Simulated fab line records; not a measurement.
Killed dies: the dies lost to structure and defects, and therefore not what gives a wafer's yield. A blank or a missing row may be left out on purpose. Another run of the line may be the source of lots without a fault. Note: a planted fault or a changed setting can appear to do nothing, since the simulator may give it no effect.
Chamber matching -- flow n5 finfet -- rie diel-03 running N5_BEOL_M7_STRIP_67: 4 sister chambers
The step strips in CF4. 18 wafers are shown with their chamber, then 9 later ones without.

== WAFERS, EACH WITH ITS CHAMBER ==
wafer,chamber,showerhead plenum p Torr (Torr),throttle valve pct (%),drypump motor current A (A)
L543.2,3,1.86,13.96,5.6
L543.3,1,1.81,13.68,5.1
L543.5,1,1.81,13.68,5.1
L546.2,1,1.81,13.69,5.1
L546.5,0,1.75,13.51,5.5
L546.6,1,1.80,13.71,5.1
L547.3,3,1.86,13.97,5.6
L547.5,2,1.84,13.14,5.1
L547.6,1,1.80,13.70,5.1
L550.1,2,1.84,13.16,5.1
L550.4,3,1.86,13.96,5.6
L550.6,0,1.75,13.52,5.5
L549.2,0,1.75,13.52,5.4
L549.3,1,1.80,13.72,5.1
L549.6,1,1.80,13.71,5.1
L551.1,1,1.80,13.72,5.1
L551.2,0,1.75,13.52,5.5
L551.5,0,1.75,13.51,5.4

SIGNATURES (means of the wafers above)
reading,chamber 0,chamber 1,chamber 2,chamber 3,scatter within a chamber
showerhead plenum p Torr,1.7500,1.8037,1.8400,1.8600,0.00366
throttle valve pct,13.5160,13.7012,13.1500,13.9633,0.0127
drypump motor current A,5.460,5.100,5.100,5.600,0.0293
Rule: for a wafer and a chamber, the distance is found by dividing, reading by reading, the gap between the wafer's reading and the chamber's mean by the reading's scatter, squaring, summing and taking the root. If the next closest chamber is less than 2 further off than the closest, the wafer can't be placed; otherwise it belongs to the closest. How the scatter is found: for the shown wafers, subtract from each reading the mean of its chamber, square and add these, divide the total by (wafers less chambers), then take the root.

== WAFERS MISSING THEIR CHAMBER ==
wafer,showerhead plenum p Torr (Torr),throttle valve pct (%),drypump motor current A (A)
L552.2,1.84,13.18,5.1
L552.5,1.75,13.54,5.4
L552.6,1.80,13.70,5.1
L554.2,1.75,13.54,5.4
L554.3,1.80,13.72,5.1
L554.5,1.84,13.18,5.1
L555.1,1.85,13.99,5.6
L555.5,1.80,13.73,5.1
L555.6,1.84,13.19,5.1

== EACH ONE'S CHAMBER ==
wafer,from the rows above,in truth
L552.2,2,2
L552.5,0,0
L552.6,1,1
L554.2,0,0
L554.3,1,1
L554.5,2,2
L555.1,3,3
L555.5,1,1
L555.6,2,2
Placed correctly: 9 of 9. Not placeable from these rows: 0. Placed wrongly: 0.
